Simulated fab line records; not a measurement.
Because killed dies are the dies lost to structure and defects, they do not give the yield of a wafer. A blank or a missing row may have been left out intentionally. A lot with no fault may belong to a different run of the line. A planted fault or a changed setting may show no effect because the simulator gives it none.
Comparing a struck lot with a sound one -- flow nandHarc -- 15 steps out of a route of 1302
Sound: these wafers, L771.4, L771.5, L771.6. Wafers struck: L785.1, L785.3, L785.4. At the end, the cause is stated.
At each step with rows: each side's tool, then ch and its chambers, then its first start. Under that, the readings that differ: sound wafers -- struck wafers -- difference of the means -- sigmas: that difference in standard deviations of wafers without a fault.
alike: words and numbers the same on both sides, and readings whose means are apart by under 2 such deviations; not compared: readings that were withheld, readings missing a value for some wafer, numbers with overlapping values and no deviation given by the record, and bounds like >300 which may hide the same value.
A row with sigmas, a row that says differs or no value, or rows on one side alone: a step with any of these is where the two part. When numbers do not overlap yet have no deviation, they are printed without sigmas and do not part them. A reading that every wafer of one side lacks parts them only if that side has two wafers or more.

first, 5 steps without rows for these wafers: NHARC_A_SGD_CUT_SOFTBAKE_04 (time 55 s); NHARC_A_SGD_CUT_EBR_05; NHARC_A_SGD_CUT_EXPOSE_06 (exposes mask SGD); NHARC_A_SGD_CUT_PEB_07 (peb time 65 s); NHARC_A_SGD_CUT_DEVELOP_08 (develop time 35 s).
NHARC_A_SGD_CUT_CD_MEAS_09: target cd 100 nm.
  sound on cdSem-02 ch 0, day 23 14:04; struck on cdSem-03 ch 0, day 28 17:38
  alike: cdNm
NHARC_A_SGD_CUT_OVL_MEAS_10:
  sound on overlay-01, day 23 14:09; struck on overlay-02, day 28 17:44
reading,sound,struck,difference,sigmas
overlayYNm (nm),1.2 1.3 1.5,-0.8 -1.2 -1.4,-2.5,-3
  alike: overlayXNm
NHARC_A_SGD_CUT_INSPECT_11:
  sound on defectInspect-02, day 23 14:11; struck on defectInspect-01, day 28 17:46
reading,sound,struck,difference,sigmas
rawDefectCount,12 10 15,85 82 92,+74,+3
NHARC_A_SGD_CUT_DESCUM_14: chemistry O2, time 3 s.
  sound on rieDiel-11 ch 0,1,2, day 23 14:16; struck on rieDiel-11 ch 1,2,3, day 28 17:50
  alike: drypumpMotorCurrentA, oesProductAu, rfVppV, showerheadPlenumPTorr, throttleValvePct
  not compared: rfHoursCounterH
NHARC_A_SGD_CUT_ETCH_58: etches the open film in CF4, target depth 39 nm, time 65 s.
  sound on rieDiel-11 ch 2,3, day 23 14:20; struck on rieDiel-11 ch 0,1,2, day 28 17:55
  alike: drypumpMotorCurrentA, oesProductAu, rfFwdPowerW, rfVppV, showerheadPlenumPTorr, throttleValvePct
  not compared: rfHoursCounterH
NHARC_A_SGD_CUT_ETCH_59: etches the open film in N2/H2, target depth 260 nm, time 406.25 s.
  sound on rieDiel-11 ch 1,2; struck on rieDiel-11 ch 0,2,3
  alike: drypumpMotorCurrentA, oesProductAu, rfFwdPowerW, rfVppV, showerheadPlenumPTorr, throttleValvePct
  not compared: rfHoursCounterH
NHARC_A_SGD_CUT_ETCH_15: etches the open film in CH3F/O2, target depth 75 nm, time 64.3 s.
  sound on rieDiel-11 ch 2,3; struck on rieDiel-11 ch 0,1,3
  alike: drypumpMotorCurrentA, oesProductAu, rfFwdPowerW, rfVppV, showerheadPlenumPTorr, throttleValvePct
  not compared: rfHoursCounterH
NHARC_A_SGD_CUT_ETCH_16: etches the open film in C4F8/O2/Ar, target depth 310.5 nm, time 155.2 s.
  sound on rieDiel-11 ch 1,2,3, day 23 14:52; struck on rieDiel-11 ch 0,1,2, day 28 18:24
reading,sound,struck,difference,sigmas
oesProductAu (a.u.),0.961 0.973 0.967,1.220 1.269 1.224,+0.271,+19
rfFwdPowerW (W),594.8 596.5 593.1,839.5 841.1 837.1,+244.4,+99 or more
  alike: rfVppV
  not compared: rfHoursCounterH
then, 1 step without rows for these wafers: NHARC_A_SGD_CUT_STRIP_60 (strips in C4F8/O2/Ar).
-- jump in the record: it breaks off in module A_SGD_CUT and resumes in module END (first step shown: number 1302 of the route), and 5 days separate the struck wafers' starts before and after --
NHARC_END_SORT_01:
  here the record holds rows for the struck wafers (prober-02 ch 0, day 34 02:07) but none for the sound ones

## WHERE THEY PART
First at NHARC_A_SGD_CUT_OVL_MEAS_10; last, within this record, at NHARC_END_SORT_01.

WHY: the cause the simulator had injected
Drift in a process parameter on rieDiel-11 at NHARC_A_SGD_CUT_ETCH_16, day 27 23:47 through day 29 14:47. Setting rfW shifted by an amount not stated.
